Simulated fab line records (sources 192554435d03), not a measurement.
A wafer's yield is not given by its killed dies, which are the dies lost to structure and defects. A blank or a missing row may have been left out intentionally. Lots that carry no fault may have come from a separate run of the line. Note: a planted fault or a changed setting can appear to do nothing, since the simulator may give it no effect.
Split-lot trial + flow n5_finfet + 7 lots, 21 wafers read, on a route of 1938 steps

THE SPLIT ITSELF
At N5_SD_EPI_P_EPI_21 (deposits SiGe:B, time 355 s), the setting time_s was moved away from the recipe's 355 s on 5 of the 21 wafers read, by +14.3% to +18.8%. The other wafers ran this setting at the recipe's value.

FROM THE SPLIT TO THE READING: what the file shows between them, 3 steps
- N5_SD_EPI_P_EPI_MEAS_23
- N5_SD_EPI_P_HM_STRIP_48: strips SiNx in H3PO4, material SiNx, target depth 3 nm
- N5_SD_ACTIVATION_LSA_01: time 0.0008 s (also split here: temp_c)

THE READING
Measured at N5_SD_ACTIVATION_RS_MEAS_03 by four-point probe: RS_SD_P, in ohm/sq. A value of 56.4 ohm/sq with a standard deviation of 0.8 ohm/sq is what fault-free wafers of this fab line usually give.

| wafer  | tool, chamber at the split | time_s as run, s | against the recipe | RS_SD_P, ohm/sq | against lot-mates on the recipe |
|--------|----------------------------|------------------|--------------------|-----------------|---------------------------------|
| L074.2 | epi_rpcvd-01, 0            | 355              | recipe             | 55.8            | -                               |
| L074.3 | epi_rpcvd-01, 0            | 355              | recipe             | 56.1            | -                               |
| L074.4 | epi_rpcvd-01, 0            | 355              | recipe             | 56.0            | -                               |
| L076.3 | epi_rpcvd-01, 0            | 355              | recipe             | 57.1            | -                               |
| L076.4 | epi_rpcvd-01, 0            | 421.7            | +18.8%             | 51.4            | -5.6                            |
| L076.6 | epi_rpcvd-01, 0            | 355              | recipe             | 57.0            | -                               |
| L080.3 | epi_rpcvd-04, 0            | 355              | recipe             | 55.8            | -                               |
| L080.4 | epi_rpcvd-04, 0            | 407.9            | +14.9%             | 51.0            | -4.8                            |
| L080.5 | epi_rpcvd-04, 0            | 355              | recipe             | 55.7            | -                               |
| L085.3 | epi_rpcvd-01, 0            | 411.4            | +15.9%             | 50.2            | -6.3                            |
| L085.4 | epi_rpcvd-01, 0            | 355              | recipe             | 57.6            | -                               |
| L085.5 | epi_rpcvd-01, 0            | 355              | recipe             | 55.5            | -                               |
| L088.4 | epi_rpcvd-01, 0            | 405.7            | +14.3%             | 51.4            | -5.0                            |
| L088.5 | epi_rpcvd-01, 0            | 405.7            | +14.3%             | 51.3            | -5.1                            |
| L088.6 | epi_rpcvd-01, 0            | 355              | recipe             | 56.4            | -                               |
| L091.1 | epi_rpcvd-01, 0            | 355              | recipe             | 56.0            | -                               |
| L091.2 | epi_rpcvd-01, 0            | 355              | recipe             | 55.0            | -                               |
| L091.6 | epi_rpcvd-01, 0            | 355              | recipe             | 55.0            | -                               |
| L093.2 | epi_rpcvd-03, 0            | 355              | recipe             | 56.4            | -                               |
| L093.3 | epi_rpcvd-03, 0            | 355              | recipe             | 56.2            | -                               |
| L093.5 | epi_rpcvd-03, 0            | 355              | recipe             | 55.9            | -                               |

FIT RESULTS
A straight line over all 21 wafers: RS_SD_P changes by -0.317 ohm/sq for each +1% of time_s; r = -0.95; the points scatter about the line by 0.72 ohm/sq.
The same after taking each lot's own level away (the mean of its wafers on the recipe; 21 wafers): -0.341 ohm/sq for each +1%; r = -0.98; scatter 0.5 ohm/sq.
Per that fit: largest time_s move, reading shift of 6.4 ohm/sq.
The lots' own levels span 55.33 to 57.05 ohm/sq, that is 2.1 times the standard deviation above.
The two slopes are in agreement: the lot-to-lot level therefore moves the slope only a little.
Check: for one of the wafers moved furthest among these (+18.8%), held out of the fit, the line's prediction against its lot-mates is -6.73 ohm/sq. Against them it came out at -5.65 ohm/sq.

OTHER SPLITS ON THESE WAFERS
Other splits were also applied to these wafers ahead of the reading. Each is held against what the fit with the lots' levels taken away leaves over:
| other split on the same wafers  | wafers away from the commonest value | r with RS_SD_P (lot level and that fit taken away) |
|---------------------------------|--------------------------------------|----------------------------------------------------|
| N5_DUMMY_GATE_EXPOSE_12 dose_mj | 8                                    | +0.07                                              |
| N5_SD_EPI_N_COAT_03 spin_rpm    | 7                                    | +0.09                                              |
| N5_SD_ACTIVATION_LSA_01 temp_c  | 5                                    | -0.12                                              |

THE WHOLE CHAIN: every reading that the file lists as answering this split, in the file's order
| step                        | what it does                                           | reading                                                                           | change (the file's fit)               | r (the file's) |
|-----------------------------|--------------------------------------------------------|-----------------------------------------------------------------------------------|---------------------------------------|----------------|
| N5_SD_EPI_P_EPI_21          | deposits SiGe:B, time 355 s                            | SiGe-B_of_SD_EPI_P_EPI_21.thk_nm (the simulator's own value, which no gauge read) | +0.403 nm for each +1% of the setting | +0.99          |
| N5_SD_EPI_P_EPI_MEAS_23     |                                                        | thk_nm                                                                            | withheld for each +1% of the setting  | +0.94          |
| N5_SD_EPI_P_HM_STRIP_48     | strips SiNx in H3PO4, material SiNx, target depth 3 nm | SiGe-B_of_SD_EPI_P_EPI_21.thk_nm (the simulator's own value, which no gauge read) | +0.406 nm for each +1% of the setting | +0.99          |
| N5_SD_ACTIVATION_RS_MEAS_03 | measures by four-point-probe                           | RS_SD_P                                                                           | -0.341 for each +1% of the setting    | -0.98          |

FILE'S OWN FIT
RS_SD_P changes by -0.341 ohm/sq for each +1% of time_s, r = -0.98.
